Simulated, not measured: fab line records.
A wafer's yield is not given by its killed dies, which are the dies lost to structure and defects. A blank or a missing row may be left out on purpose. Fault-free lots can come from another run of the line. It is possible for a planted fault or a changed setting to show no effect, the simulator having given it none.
A lot that was struck, set against a sound lot -- flow nand_harc -- 18 steps out of a route of 1159
Sound: the wafers L876.2, L876.3, L876.6. The struck wafers were L867.2, L867.3, L867.5. The cause is given at the end.
Order at every step that has rows: each side's tool, ch and its chambers, its first start. Under that, the readings that differ: sound wafers -- struck wafers -- difference of the means -- sigmas: that difference in standard deviations of wafers without a fault.
alike: words and numbers the same on both sides, and readings whose means are apart by under 2 such deviations; not compared: readings that were withheld, readings missing a value for some wafer, numbers with overlapping values and no deviation given by the record, and bounds like >300 which may hide the same value.
A row with sigmas, a row that says differs or no value, or rows on one side alone: a step with any of these is where the two part. Non-overlapping numbers with no deviation appear without sigmas and do not part them. A reading missing from all wafers of one side parts the sides only when that side holds two or more wafers.

NHARC_P_ZERO_WELL_CD_MEAS_11: the cd target is 500 nm.
  sound on cd_sem-02 ch 0, day 5 01:15; struck on cd_sem-01 ch 0, day 2 19:15
reading,sound,struck,difference,sigmas
cd_nm (nm),504.3 504.7 502.0,496.4 497.3 495.6,-7.2,-2
then, 1 step without rows for these wafers: NHARC_P_ZERO_WELL_HARDBAKE_12 (time 65 s).
NHARC_P_ZERO_WELL_DESCUM_13: chemistry O2, time 3 s.
  sound on rie_diel-13 ch 0,1,2, day 5 01:26; struck on rie_diel-13 ch 0,3, day 2 19:25
  alike: drypump_motor_current_A, oes_product_au, rf_vpp_V, showerhead_plenum_p_Torr, throttle_valve_pct
  not compared: rf_hours_counter_h
NHARC_P_ZERO_WELL_ETCH_65: etches the open film in N2/H2, target depth 80 nm, overetch 24 nm, time 87.88 s.
  sound on rie_diel-13 ch 0,1,2, day 5 01:31; struck on rie_diel-13 ch 1,3, day 2 19:29
  alike: drypump_motor_current_A, oes_product_au, rf_vpp_V, showerhead_plenum_p_Torr, throttle_valve_pct
  not compared: rf_hours_counter_h
NHARC_P_ZERO_WELL_ETCH_62: etches the open film in CHF3/Ar, target depth 13 nm, time 6.5 s.
  sound on rie_diel-13 ch 0,1,3; struck on rie_diel-13 ch 0,1,3
  alike: drypump_motor_current_A, oes_product_au, rf_vpp_V, showerhead_plenum_p_Torr, throttle_valve_pct
  not compared: rf_hours_counter_h
NHARC_P_ZERO_WELL_ETCH_63: etches the open film in HBr/Cl2, target depth 120 nm, time 40.1 s.
  sound on rie_si-06 ch 1,2, day 5 01:40; struck on rie_si-06 ch 2,3, day 2 19:40
  alike: drypump_motor_current_A, oes_product_au, throttle_valve_pct
  not compared: rf_hours_counter_h
then, 6 steps without rows for these wafers: NHARC_P_ZERO_WELL_STRIP_15 (strips in SPM, time 900 s); NHARC_P_ZERO_WELL_DEHYDRATE_16 (time 120 s); NHARC_P_ZERO_WELL_HMDS_17 (time 30 s); NHARC_P_ZERO_WELL_COAT_18; NHARC_P_ZERO_WELL_SOFTBAKE_19 (time 95 s); NHARC_P_ZERO_WELL_EBR_20.
NHARC_P_ZERO_WELL_EXPOSE_21: exposes mask P NWELL, target cd 720 nm.
  sound on krf_scanner-04 ch 0, day 5 02:27; struck on krf_scanner-04 ch 0, day 2 20:19
reading,sound,struck,difference,sigmas
mask,P_NWELL#0 P_NWELL#0 P_NWELL#0,P_HVPW#0 P_HVPW#0 P_HVPW#0,differs,
  alike: stage_vel_mm_s
then, 2 steps without rows for these wafers: NHARC_P_ZERO_WELL_PEB_22 (peb time 85 s); NHARC_P_ZERO_WELL_DEVELOP_23 (time 70 s).
NHARC_P_ZERO_WELL_CD_MEAS_24: the cd target is 720 nm.
  sound on cd_sem-01 ch 0, day 5 02:36; struck on cd_sem-02 ch 0, day 2 20:28
reading,sound,struck,difference,sigmas
cd_nm (nm),717.1 723.5 717.1,- - -,no value on the struck wafers,
then, 1 step without rows for these wafers: NHARC_P_ZERO_WELL_HARDBAKE_25 (time 80 s).
-- break in the record here, with 17 days between the starts of the struck wafers on either side (left off in module P_ZERO_WELL, picked up again in module END, where the first step shown is number 1159 on the route) --
NHARC_END_SORT_01:
  sound on prober-01 ch 0, day 22 09:58; struck on prober-02 ch 0, day 20 07:55
reading,sound,struck,difference,sigmas
killed_at_periphery,3,661 649 657,+653,+99 or more
killed_dies,29,677 677 677,+648,+70
  alike: killed_at_array, killed_at_other, killed_open, killed_short

WHERE THEY PART
Earliest at NHARC_P_ZERO_WELL_CD_MEAS_11; latest, in this record, at NHARC_END_SORT_01.

WHY: whatever the simulator had introduced
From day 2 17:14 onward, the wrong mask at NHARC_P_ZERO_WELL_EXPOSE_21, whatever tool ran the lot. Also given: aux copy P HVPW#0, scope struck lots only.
